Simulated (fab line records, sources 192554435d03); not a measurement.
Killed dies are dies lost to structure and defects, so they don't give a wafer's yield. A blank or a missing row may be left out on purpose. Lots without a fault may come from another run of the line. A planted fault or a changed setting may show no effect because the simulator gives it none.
fab line records | flow n5_finfet
record lots=7 wafers=21
route steps=1938 shown SDB@347 DUMMY_REMOVAL@377 GATE_CUT@478
start_h: hours from the record's first day to the start of the lot's first wafer shown | wait_h: hours since the lot's step before | " the same as in the row above | L1.1+2: a row that stands for several wafers | - no value, or no start given | * or withheld: withheld | < > ~ a bound
route shown NAME@n: a module of which the file shows steps, and the number in the route of the first | usual: mean/standard deviation of fault-free wafers | same: alike in all rows | chamber/n: place in a boat | sites: the reading at each site | _std_site: their standard deviation | _edge_site: outer sites' mean less inner sites' | radius_mm: how far each site lies from the wafer's centre | mask NAME#n: copy n | behind: the tool/chamber that last shaped the wafer | hold: why the lot was held/for how many hours/how that ended | device: the transistor (n, p or np) that didn't switch | end of line: the same wafers' tests at the end of the route | a step without rows: its recipe alone | killed: dies lost to structure and defects at the first sort, not the wafer's yield | map: a wafer's dies, x killed, . not, _ none there
set.NAME: the setting as run; set.NAME@STEP: as run at that earlier step | model.NAME: the simulator's own value behind a step, which no gauge read
lots whose settings were changed on purpose; a table a step, a row a wafer
## steps
# step N5_SDB_HM_DEP_00
# recipe material=SiNx target_thk_a=400 temp_c=400 precursor=SiH4/NH3/N2 pressure_torr=1.5 rf_w=300 time_s=35.3
# columns lot.wafer tool chamber start_h wait_h set.time_s model.SiNx_of_SDB_HM_DEP_00.thk_nm
L074.4 pecvd-02 1 66.58 0.1 35.3 40.6
L074.5 " 2 " " 35.3 39.8
L074.6 " 0 " " 35.3 40.4
L075.2 pecvd-02 0 73.21 0.0 35.3 41.2
L075.4+6 " 1,0 " " 35.3 41.6
L078.2 pecvd-02 1 92.89 0.0 35.3 41.4
L078.3 " 0 " " 33.87 39
L078.5 " 2 " " 33.87 39.2
L080.4 pecvd-02 0 102.12 0.1 32.27 38
L080.5 " 2 " " 35.3 41
L080.6 " 1 " " 35.3 41.6
L083.2 pecvd-04 2 120.82 0.0 35.3 40.4
L083.3 " 1 " " 35.3 39.4
L083.4 " 0 " " 40.31 46.4
L085.2 pecvd-04 2 133.94 0.0 35.3 39.6
L085.3 " 2 " " 35.3 40.4
L085.4 " 1 " " 35.3 39.2
L086.3 pecvd-04 1 141.22 0.0 31.38 34.4
L086.5 " 1 " " 35.3 39.8
L086.6 " 2 " " 31.38 36
# step N5_SDB_COAT_03
# recipe resist=SOC temp_c=250 time_s=60 spin_rpm=1500 resist_thk_nm=100
# columns lot.wafer tool chamber start_h wait_h set.spin_rpm model.SOC_of_SDB_COAT_03.thk_nm
L074.4 litho_track-01 0 66.63 0.0 1398 102.8
L074.5 " 0 " " 1500 99.8
L074.6 " 0 " " 1500 99.4
L075.2 litho_track-05 0 73.29 0.1 1500 100.6
L075.4 " 0 " " 1544 98.8
L075.6 " 0 " " 1544 99
L078.2 litho_track-05 0 92.97 0.1 1558 98.2
L078.3 " 0 " " 1558 97.8
L078.5 " 0 " " 1500 100.2
L080.4+5 litho_track-01 0 102.17 0.0 1555 98.2
L080.6 " 0 " " 1555 98
L083.2+4 litho_track-04 0 120.91 0.1 1332 106
L083.3 " 0 " " 1500 100
L085.2 litho_track-05 0 134.05 0.1 1500 99.6
L085.3 " 0 " " 1500 99.4
L085.4 " 0 " " 1500 99.8
L086.3 litho_track-05 0 141.31 0.1 1336 106.2
L086.5 " 0 " " 1336 106
L086.6 " 0 " " 1336 105.8
# step N5_SDB_COAT_04
# recipe resist=SiARC temp_c=220 time_s=60 spin_rpm=1500 resist_thk_nm=18
# step N5_SDB_COAT_05
# recipe resist=CAR-ArF spin_rpm=1500 resist_thk_nm=90
# step N5_SDB_DESCUM_16
# recipe chemistry=O2 time_s=7.9 source_power_w=50 bias_power_w=20 pressure_mtorr=20 rf_frequency_hz=2.712e+07 temp_c=40 resist=CAR-ArF o2_flow_sccm=225
# step N5_SDB_ETCH_17
# recipe chemistry=CF4 target=SiARC target_depth_a=234 mask_material=CAR-ArF time_s=39 ion_energy_ev=80 pressure_mtorr=40 source_w=545 bias_w=36 Ar_flow_sccm=100 cf4_flow_sccm=100 ends=cleared
# step N5_SDB_ETCH_18
# recipe chemistry=N2/H2 target=SOC target_depth_a=1000 overetch_a=200 mask_material=SiARC temp_c=40 time_s=150 ion_energy_ev=200 pressure_mtorr=30 source_w=840 bias_w=150 n2_flow_sccm=200 h2_flow_sccm=200
# columns lot.wafer tool chamber start_h wait_h set.spin_rpm@SDB_COAT_03 model.etch.depth_nm
L074.4 rie_diel-06 0 67.08 0.0 1398 102.8
L074.5 " 1 " " 1500 99.73
L074.6 " 2 " " 1500 99.32
L075.2 rie_diel-04 1 74.06 0.0 1500 100.7
L075.4 " 3 " " 1544 98.84
L075.6 " 0 " " 1544 99.06
L078.2 rie_diel-06 1 93.38 0.0 1558 98.12
L078.3 " 0 " " 1558 97.88
L078.5 " 0 " " 1500 100.3
L080.4+5 rie_diel-02 1,3 102.80 0.0 1555 98.12
L080.6 " 2 " " 1555 98.08
L083.2+4 rie_diel-02 3,2 121.43 0.0 1332 106
L083.3 " 0 " " 1500 100.1
L085.2 rie_diel-02 3 134.84 0.0 1500 99.64
L085.3 " 2 " " 1500 99.45
L085.4 " 3 " " 1500 99.84
L086.3 rie_diel-06 2 141.83 0.0 1336 106.2
L086.5 " 2 " " 1336 106
L086.6 " 1 " " 1336 105.7
# step N5_SDB_STRIP_19
# recipe chemistry=N2/H2 temp_c=40 n2_flow_sccm=200 h2_flow_sccm=200 rf_frequency_hz=6e+07
# step N5_SDB_STRIP_21
# recipe chemistry=CF4 resist=SiARC power_w=300 bias_power_w=75 pressure_mtorr=50 cf4_flow_sccm=150 rf_frequency_hz=6e+07
# step N5_SDB_HM_OPEN_20
# recipe chemistry=CH3F/O2 target=SiNx mask_material=SOC target_depth_a=240 stop_on=poly-Si over_etch_frac=0.4 ion_energy_ev=120 pressure_mtorr=30 source_w=395 bias_w=73 Ar_flow_sccm=150 CH3F_flow_sccm=30 O2_flow_sccm=20
# columns lot.wafer tool chamber start_h wait_h set.time_s@SDB_HM_DEP_00 model.etch.depth_nm
L074.4 rie_diel-06 2 67.27 0.0 35.3 24.62
L074.5 " 0 " " 35.3 23.83
L074.6 " 1 " " 35.3 24.44
L075.2 rie_diel-04 1 74.21 0.0 35.3 25.18
L075.4 " 3 " " 35.3 25.66
L075.6 " 0 " " 35.3 25.62
L078.2 rie_diel-06 1 93.53 0.0 35.3 25.42
L078.3 " 0 " " 33.87 23.02
L078.5 " 0 " " 33.87 23.23
L080.4 rie_diel-02 1 102.96 0.0 32.27 21.96
L080.5 " 3 " " 35.3 24.96
L080.6 " 2 " " 35.3 25.58
L083.2 rie_diel-02 3 121.59 0.0 35.3 24.36
L083.3 " 0 " " 35.3 23.4
L083.4 " 2 " " 40.31 30.34
L085.2 rie_diel-02 3 135.00 0.0 35.3 23.53
L085.3 " 2 " " 35.3 24.46
L085.4 " 3 " " 35.3 23.22
L086.3 rie_diel-06 2 141.99 0.0 31.38 18.4
L086.5 " 2 " " 35.3 23.76
L086.6 " 1 " " 31.38 20.05
# step N5_SDB_STRIP_22
# recipe chemistry=N2/H2 power_w=1000 temp_c=250 h2_frac=0.65 overash_fraction=0.3 pressure_mtorr=withheld n2_flow_sccm=1750 h2_flow_sccm=3250
# usual strip_time_to_endpoint_s=96.5/0.42
# columns lot.wafer tool chamber start_h wait_h set.spin_rpm@SDB_COAT_03 strip_time_to_endpoint_s
L074.4 plasma_asher-01 1 67.45 0.2 1398 99.0
L074.5 " 1 " " 1500 96.4
L074.6 " 0 " " 1500 95.8
L075.2 plasma_asher-02 0 74.30 0.1 1500 97.6
L075.4 " 1 " " 1544 94.7
L075.6 " 1 " " 1544 95.6
L078.2 plasma_asher-01 0 93.62 0.1 1558 94.6
L078.3 " 0 " " 1558 94.6
L078.5 " 0 " " 1500 96.9
L080.4 plasma_asher-01 1 103.09 0.1 1555 94.6
L080.5 " 1 " " 1555 94.8
L080.6 " 0 " " 1555 94.2
L083.2 plasma_asher-01 1 121.67 0.1 1332 102.5
L083.3 " 0 " " 1500 96.6
L083.4 " 1 " " 1332 101.6
L085.2 plasma_asher-02 0 135.08 0.1 1500 96.5
L085.3 " 0 " " 1500 95.6
L085.4 " 1 " " 1500 96.6
L086.3 plasma_asher-02 1 142.17 0.2 1336 102.3
L086.5 " 0 " " 1336 101.9
L086.6 " 1 " " 1336 102.0
# step N5_SDB_CUT_ETCH_26
# recipe chemistry=HBr/Cl2/O2 target=Si target_depth_a=1296 bt_time_s=20 mask_material=SiNx time_s=51.8 ion_energy_ev=* bias_w=* pressure_mtorr=10 icp_w=800 HBr_flow_sccm=150 Cl2_flow_sccm=80 O2_flow_sccm=12
# columns lot.wafer tool chamber start_h wait_h set.icp_w set.time_s@SDB_HM_DEP_00 model.SiNx_of_SDB_HM_DEP_00.thk_nm
L074.4 rie_si-03 0 67.72 0.0 800 35.3 23
L074.5 " 2 " " 800 35.3 22.2
L074.6 " 3 " " 800 35.3 22.8
L075.2 rie_si-03 0 74.61 0.1 800 35.3 23.6
L075.4 " 3 " " 800 35.3 23.8
L075.6 " 2 " " 800 35.3 24
L078.2 rie_si-02 3 93.92 0.1 703.4 35.3 23.6
L078.3 " 2 " " 703.4 33.87 21.4
L078.5 " 3 " " 800 33.87 20.8
L080.4 rie_si-03 1 103.44 0.1 838.1 32.27 21
L080.5 " 0 " " 838.1 35.3 23.2
L080.6 " 3 " " 800 35.3 23.8
L083.2 rie_si-01 2 121.98 0.1 942.4 35.3 21.4
L083.3 " 1 " " 800 35.3 21.6
L083.4 " 2 " " 942.4 40.31 27.4
L085.2 rie_si-01 0 135.82 0.1 800 35.3 22.2
L085.3 " 2 " " 800 35.3 22.4
L085.4 " 1 " " 800 35.3 21.6
L086.3 rie_si-01 0 142.51 0.1 800 31.38 16.8
L086.5 " 0 " " 800 35.3 22.4
L086.6 " 1 " " 800 31.38 18.2
# step N5_SDB_ALD_29
# recipe material=SiNx target_thk_a=300 temp_c=400 ald_precursor_family=SiH2I2 ald_co_reactant=N2/H2-plasma pulse_time_s=1 ald_cycles=600 purge_time_s=2 co_reactant_purge_time_s=2 pressure_torr=2
# columns lot.wafer tool chamber start_h wait_h set.ald_cycles model.SiNx_of_SDB_ALD_29.thk_nm
L074.4 ald_sin-02 2 67.90 0.0 675 33.6
L074.5 " 1 69.25 1.4 600 30
L074.6 " 2 " " 600 29.8
L075.2 ald_sin-01 1 74.79 0.0 531 26.4
L075.4 " 2 " " 600 30.2
L075.6 " 1 76.14 1.4 600 30
L078.2+3 ald_sin-04 3,1 94.21 0.1 600 30
L078.5 " 0 95.56 1.5 600 30.2
L080.4 ald_sin-02 3 103.62 0.0 600 30
L080.5 " 0 104.97 1.4 513 25.8
L080.6 " 1 " " 600 30.2
L083.2 ald_sin-02 2 122.84 0.7 600 29.8
L083.3 " 3 " " 600 30
L083.4 " 1 " " 600 30.2
L085.2+3+4 ald_sin-01 3,0,2 136.00 0.0 600 30
L086.3+6 ald_sin-02 0,1 142.70 0.0 600 30.2
L086.5 " 0 144.05 1.4 600 30
# step N5_SDB_CMP_30
# recipe stop_on=poly-Si t_overpolish_s=1.54 post_cmp_clean=alkaline_brush down_force_psi=4.1491 platen_rpm=51.796 pad_velocity_m_s=1.0306 target_thk_nm=30
# step N5_DUMMY_REMOVAL_HM_STRIP_01
# recipe chemistry=CH3F/O2 material=SiNx target_depth_a=40 stop_on=poly-Si time_s=6.8 over_etch_frac=0.3 ion_energy_ev=60 power_w=410 bias_w=29 Ar_flow_sccm=150 CH3F_flow_sccm=30 O2_flow_sccm=20
# columns lot.wafer tool chamber start_h wait_h set.ald_cycles@SDB_ALD_29 model.SiNx_of_SDB_ALD_29.thk_nm
L074.4 rie_diel-01 3 71.00 0.0 675 29.4
L074.5 " 0 " " 600 29.4
L074.6 " 2 " " 600 29.2
L075.2 rie_diel-01 3 77.88 0.0 531 25.8
L075.4 " 3 " " 600 29.6
L075.6 " 3 " " 600 29.4
L078.2+3 rie_diel-03 2,1 97.36 0.1 600 29.4
L078.5 " 3 " " 600 29.6
L080.4 rie_diel-03 0 106.71 0.0 600 29.2
L080.5 " 0 " " 513 25.2
L080.6 " 1 " " 600 29.4
L083.2+3 rie_diel-01 3,1 125.93 0.0 600 29.2
L083.4 " 1 " " 600 29.4
L085.2 rie_diel-03 1 139.19 0.1 600 29.2
L085.3+4 " 0,3 " " 600 29.4
L086.3+6 rie_diel-03 1 145.84 0.1 600 29.6
L086.5 " 0 " " 600 29.4
# step N5_GATE_CUT_COAT_34
# recipe resist=SOC temp_c=250 time_s=60 spin_rpm=1500 resist_thk_nm=60
# columns lot.wafer tool chamber start_h wait_h set.spin_rpm model.SOC_of_GATE_CUT_COAT_34.thk_nm
L074.4 litho_track-01 0 84.32 0.0 1500 60.6
L074.5 " 0 " " 1500 60.4
L074.6 " 0 " " 1500 60.2
L075.2 litho_track-01 0 91.10 0.1 1580 58.2
L075.4 " 0 " " 1500 59.8
L075.6 " 0 " " 1580 58.4
L078.2+5 litho_track-01 0 110.73 0.0 1399 62
L078.3 " 0 " " 1500 60
L080.4 litho_track-02 0 119.68 0.0 1500 60
L080.5+6 " 0 " " 1500 60.2
L083.2+3+4 litho_track-05 0 138.90 0.0 1500 59.8
L085.2+3 litho_track-01 0 151.96 0.0 1500 60.2
L085.4 " 0 " " 1500 60
L086.3+5 litho_track-01 0 159.20 0.0 1500 60
L086.6 " 0 " " 1500 59.8
# step N5_GATE_CUT_COAT_35
# recipe resist=SiARC temp_c=220 time_s=60 spin_rpm=1500 resist_thk_nm=10
# step N5_GATE_CUT_COAT_27
# recipe resist=underlayer temp_c=205 time_s=60 spin_rpm=1500 resist_thk_nm=10
# step N5_GATE_CUT_ETCH_28
# recipe chemistry=N2/H2 target=underlayer target_depth_a=130 mask_material=CAR-EUV time_s=10.4 ion_energy_ev=200 pressure_mtorr=30 source_w=840 bias_w=150 n2_flow_sccm=200 h2_flow_sccm=200 ends=cleared
# step N5_GATE_CUT_ETCH_36
# recipe chemistry=CF4 target=SiARC target_depth_a=130 mask_material=CAR-EUV time_s=21.7 ion_energy_ev=80 pressure_mtorr=40 source_w=545 bias_w=36 Ar_flow_sccm=100 cf4_flow_sccm=100 ends=cleared
# step N5_GATE_CUT_ETCH_37
# recipe chemistry=N2/H2 target=SOC target_depth_a=600 overetch_a=120 mask_material=SiARC temp_c=40 time_s=90 ion_energy_ev=200 pressure_mtorr=30 source_w=840 bias_w=150 n2_flow_sccm=200 h2_flow_sccm=200
# columns lot.wafer tool chamber start_h wait_h set.spin_rpm@GATE_CUT_COAT_34 model.etch.depth_nm
L074.4 rie_diel-01 0 84.99 0.0 1500 60.52
L074.5 " 3 " " 1500 60.43
L074.6 " 0 " " 1500 60.28
L075.2 rie_diel-05 2 91.57 0.0 1580 58.24
L075.4 " 3 " " 1500 59.71
L075.6 " 0 " " 1580 58.39
L078.2 rie_diel-01 1 111.20 0.0 1399 62.06
L078.3 " 0 " " 1500 60.01
L078.5 " 0 " " 1399 61.92
L080.4 rie_diel-05 2 120.33 0.0 1500 60.09
L080.5 " 3 " " 1500 60.18
L080.6 " 1 " " 1500 60.29
L083.2+3 rie_diel-01 0,2 139.77 0.0 1500 59.86
L083.4 " 3 " " 1500 59.83
L085.2 rie_diel-03 1 152.56 0.0 1500 60.24
L085.3 " 0 " " 1500 60.16
L085.4 " 3 " " 1500 59.91
L086.3 rie_diel-03 2 160.33 0.0 1500 59.93
L086.5 " 3 " " 1500 60.05
L086.6 " 2 " " 1500 59.89
## key
split step=N5_SDB_HM_DEP_00 setting=time_s stated=35.3 by=wafer
response step=N5_SDB_HM_DEP_00 reading=model.SiNx_of_SDB_HM_DEP_00.thk_nm change=+0.436 per=1% r=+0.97
response step=N5_SDB_HM_OPEN_20 reading=model.etch.depth_nm change=+0.433 per=1% r=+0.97
response step=N5_SDB_CUT_ETCH_26 reading=model.SiNx_of_SDB_HM_DEP_00.thk_nm change=+0.409 per=1% r=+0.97
split step=N5_SDB_COAT_03 setting=spin_rpm stated=1500 by=wafer
response step=N5_SDB_COAT_03 reading=model.SOC_of_SDB_COAT_03.thk_nm change=-0.525 per=1% r=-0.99
response step=N5_SDB_ETCH_18 reading=model.etch.depth_nm change=-0.523 per=1% r=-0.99
response step=N5_SDB_STRIP_22 reading=strip_time_to_endpoint_s change=* per=1% r=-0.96
split step=N5_SDB_CUT_ETCH_26 setting=icp_w stated=800 by=wafer
response none clear
split step=N5_SDB_ALD_29 setting=ald_cycles stated=600 by=wafer
response step=N5_SDB_ALD_29 reading=model.SiNx_of_SDB_ALD_29.thk_nm change=+0.303 per=1% r=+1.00
response step=N5_DUMMY_REMOVAL_HM_STRIP_01 reading=model.SiNx_of_SDB_ALD_29.thk_nm shape=bent at_lowest=25.2 at_stated=29.39 at_highest=29.4
split step=N5_GATE_CUT_COAT_34 setting=spin_rpm stated=1500 by=wafer
response step=N5_GATE_CUT_COAT_34 reading=model.SOC_of_GATE_CUT_COAT_34.thk_nm change=-0.291 per=1% r=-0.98
response step=N5_GATE_CUT_ETCH_37 reading=model.etch.depth_nm change=-0.281 per=1% r=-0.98
